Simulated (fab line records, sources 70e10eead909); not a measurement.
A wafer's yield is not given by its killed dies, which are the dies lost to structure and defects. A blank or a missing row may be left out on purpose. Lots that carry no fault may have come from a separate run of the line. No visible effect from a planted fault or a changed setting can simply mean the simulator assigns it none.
The tool behind it: which one? ; flow nand_harc ; 33 wafers from 11 lots sampled at 6 of the route's 1159 steps

WHAT EACH GAUGE READ, for each wafer
NHARC_THIN_TSV_INSPECT_40.
lot;measured;on;raw_defect_count
L373;day 19 08:29;defect_inspect-02;661 543 560
L377;day 20 20:32;defect_inspect-02;534 554 534
L381;day 21 07:23;defect_inspect-02;406 380 419
L382;day 21 07:23;defect_inspect-01;393 442 458
L391;day 23 00:43;defect_inspect-02;432 484 349
L388;day 23 12:45;defect_inspect-02;1599 1477 1519
L389;day 23 12:45;defect_inspect-01;1512 1777 1823
L390;day 23 17:41;defect_inspect-02;427 494 482
L396;day 24 17:44;defect_inspect-02;419 472 440
L394;day 24 17:44;defect_inspect-02;448 424 399
L395;day 24 17:44;defect_inspect-01;490 406 417

NHARC_END_SORT_01.
lot;measured;on;defect_limited_yield (%);killed_at_array;killed_at_other;killed_at_periphery;killed_dies;killed_open;killed_short;sort_bin_2_pct (%);sort_bin_3_pct (%);sort_bin_4_pct (%);sort_n_pass;sort_rim_yield_pct (%);sort_yield_pct (%)
L388;day 23 16:34;prober-02;82.9 82.9 80.9;24 21 29;91 94 97;1 1 3;116 116 129;6 2 3;3 3 1;5.8 7.8 6.8;5.91 4.14 6.06;5.5 5.2 6.2;561 561 548;88 81 100;82.9 82.9 80.9
L389;day 23 16:36;prober-01;80.8 80.2 83.8;23 33 10;104 97 93;3 4 7;130 134 110;1 3 2;2 2 3;8.6 9.0 4.3;4.43 5.02 7.09;6.2 5.8 4.9;547 543 567;94 94 86;80.8 80.2 83.8
L390;day 24 01:08;prober-02;97.5 97.5 97.5;12 13 11;0 0 0;5 4 6;17 17 17;3 4 7;2 3 1;1.2 0.6 0.7;0 0.15 0.15;1.3 1.8 1.6;660 660 660;96 99 99;97.5 97.5 97.5
L394;day 25 04:41;prober-01;92.0 92.0 92.6;50 50 49;0 1 1;4 3 0;54 54 50;3 3 1;1 3 1;2.7 3.5 2.5;0.59 0.59 0.44;4.7 3.8 4.4;623 623 627;92 89 99;92.0 92.0 92.6

TOOL THAT RAN EACH LOT (tool first, then ch and the chambers of the sampled wafers, then the start)
lot;NHARC_THIN_TSV_ANNEAL_52;NHARC_THIN_TSV_DESCUM_35;NHARC_THIN_TSV_ETCH_59;NHARC_THIN_TSV_STRIP_57
L373;rtp_anneal-01 ch 0, day 19 00:34;rie_diel-11 ch 0,1, day 19 02:40;rie_metal-01 ch 0,1, day 19 02:52;wet_bench-08 ch 2,5,6, day 19 03:36
L377;rtp_anneal-02 ch 0, day 20 12:45;rie_diel-11 ch 1,2, day 20 14:49;rie_metal-01 ch 0,1, day 20 14:56;wet_bench-10 ch 2,3,4, day 20 15:41
L381;rtp_anneal-02 ch 0, day 20 23:19;rie_diel-12 ch 0,1,2, day 21 01:32;rie_metal-01 ch 0,1, day 21 01:40;wet_bench-08 ch 0,5,6, day 21 02:32
L382;rtp_anneal-01 ch 0, day 21 01:02;rie_diel-06 ch 1,2,3, day 21 03:09;rie_metal-03 ch 0,1, day 21 03:17;wet_bench-10 ch 4,6,7, day 21 04:10
L391;rtp_anneal-01 ch 0, day 22 18:15;rie_diel-12 ch 1,2, day 22 20:11;rie_metal-02 ch 0,1, day 22 20:18;wet_bench-08 ch 0,3,7, day 22 21:01
L388;rtp_anneal-02 ch 0, day 23 05:13;rie_diel-11 ch 0,1, day 23 07:16;rie_metal-02 ch 0,1, day 23 07:23;wet_bench-10 ch 2,5,6, day 23 08:07
L389;rtp_anneal-02 ch 0, day 23 06:27;rie_diel-06 ch 1,2,3, day 23 08:33;rie_metal-01 ch 1, day 23 08:41;wet_bench-10 ch 1,6,7, day 23 09:22
L390;rtp_anneal-02 ch 0, day 23 09:58;rie_diel-06 ch 0,2, day 23 11:59;rie_metal-03 ch 0,1, day 23 12:11;wet_bench-08 ch 1,2,5, day 23 12:50
L396;rtp_anneal-02 ch 0, day 24 09:51;rie_diel-11 ch 0,2, day 24 11:59;rie_metal-02 ch 0,1, day 24 12:07;wet_bench-08 ch 0,5,6, day 24 12:50
L394;rtp_anneal-02 ch 0, day 24 11:13;rie_diel-06 ch 2,3, day 24 13:19;rie_metal-01 ch 0,1, day 24 13:29;wet_bench-08 ch 1,2,6, day 24 14:09
L395;rtp_anneal-02 ch 0, day 24 12:08;rie_diel-12 ch 0,3, day 24 14:14;rie_metal-03 ch 1, day 24 14:22;wet_bench-08 ch 0,5,6, day 24 15:05
- NHARC_THIN_TSV_ANNEAL_52: time 90 s.
- NHARC_THIN_TSV_DESCUM_35: chemistry O2, time 3 s.
- NHARC_THIN_TSV_ETCH_59: etches the open film in Cl2/BCl3, target depth 880 nm, time 138.1 s.
- NHARC_THIN_TSV_STRIP_57: strips in post etch residue remover, time 1200 s.

WHAT THE TOOLS THEMSELVES READ (means of the sampled wafers that have a number; where no wafer has one, the mark that the record gives instead)
NHARC_THIN_TSV_ANNEAL_52.
lot;tool;wafer_temp_C_max
L373;rtp_anneal-01;226.5
L377;rtp_anneal-02;226.0
L381;rtp_anneal-02;225.8
L382;rtp_anneal-01;226.2
L391;rtp_anneal-01;226.7
L388;rtp_anneal-02;226.1
L389;rtp_anneal-02;226.3
L390;rtp_anneal-02;225.7
L396;rtp_anneal-02;225.8
L394;rtp_anneal-02;225.8
L395;rtp_anneal-02;226.1

NHARC_THIN_TSV_DESCUM_35.
lot;tool;drypump_motor_current_A (A);oes_product_au (a.u.);rf_vpp_V (V);showerhead_plenum_p_Torr (Torr);throttle_valve_pct (%)
L373;rie_diel-11;5.4;1.001;57.6;1.84;11.310
L377;rie_diel-11;5.5;0.989;57.7;1.87;11.317
L381;rie_diel-12;6.1;1.003;57.4;1.87;11.312
L382;rie_diel-06;5.5;0.989;58.7;1.98;11.312
L391;rie_diel-12;6.4;1.004;57.3;1.93;11.306
L388;rie_diel-11;5.5;0.994;58.3;1.87;11.310
L389;rie_diel-06;5.6;0.988;57.9;1.98;11.307
L390;rie_diel-06;5.3;0.989;57.5;1.91;11.310
L396;rie_diel-11;5.5;0.980;56.5;1.81;11.310
L394;rie_diel-06;5.4;0.981;58.5;1.97;11.317
L395;rie_diel-12;5.8;0.999;57.8;1.89;11.310

NHARC_THIN_TSV_ETCH_59.
lot;tool;drypump_motor_current_A (A);oes_product_au (a.u.);throttle_valve_pct (%)
L373;rie_metal-01;5.5;1.004;22.260
L377;rie_metal-01;5.5;0.997;22.261
L381;rie_metal-01;5.5;0.993;22.264
L382;rie_metal-03;5.1;1.010;22.258
L391;rie_metal-02;5.9;1.003;22.277
L388;rie_metal-02;5.9;1.001;22.265
L389;rie_metal-01;5.4;0.998;22.277
L390;rie_metal-03;5.3;1.013;22.267
L396;rie_metal-02;5.9;1.005;22.260
L394;rie_metal-01;5.5;1.006;22.263
L395;rie_metal-03;4.9;1.015;22.255

NHARC_THIN_TSV_STRIP_57.
lot;tool;bath_guard_temp_C (C)
L373;wet_bench-08;72.7
L377;wet_bench-10;72.6
L381;wet_bench-08;72.9
L382;wet_bench-10;72.4
L391;wet_bench-08;72.5
L388;wet_bench-10;72.8
L389;wet_bench-10;72.3
L390;wet_bench-08;73.0
L396;wet_bench-08;72.9
L394;wet_bench-08;72.6
L395;wet_bench-08;72.8

THE ANSWER, worked out from the rows above alone
Rule: the lots themselves supply what counts as usual. The widest of any qualifying gaps counts: lots, ordered by their means at a reading, are off when they make up no more than a third of the lots, leave a main group of 4 or more, and stand apart from it by 3 or more times the standard deviation of that group's means. If all means in a main group match to the digits the tables above print for the reading, that group is not used. A lot without any number at a reading at which 4 lots or more have one is off too. Any other lot the step has rows for is counted as sound. First the gauges in route order, then the tools' own readings, where a lot's mean is used as printed above. At the first step where some lot is off, the reading lying furthest off is the one used; lots without a number count as furthest.
Off, at NHARC_THIN_TSV_INSPECT_40 on raw_defect_count: L388, L389. Main group: mean 462, sd 58.
If a tool, at a process step before that reading, ran all the lots that are off and no sound lot after the first of them, it fits. Gauges at NHARC_THIN_TSV_INSPECT_40: tried the same way as those tools. One fits: NHARC_THIN_TSV_STRIP_57 on wet_bench-10. A fault onset in the window from L382 (day 21 04:10, its last sound lot) to L388 (day 23 08:07, its first lot off) fits.

WHAT WAS PUT IN BY THE SIMULATOR
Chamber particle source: wet_bench-10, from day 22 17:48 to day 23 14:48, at NHARC_THIN_TSV_STRIP_57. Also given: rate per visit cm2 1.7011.
Lots struck among those shown: L388, L389. The rule given above showed the same thing.
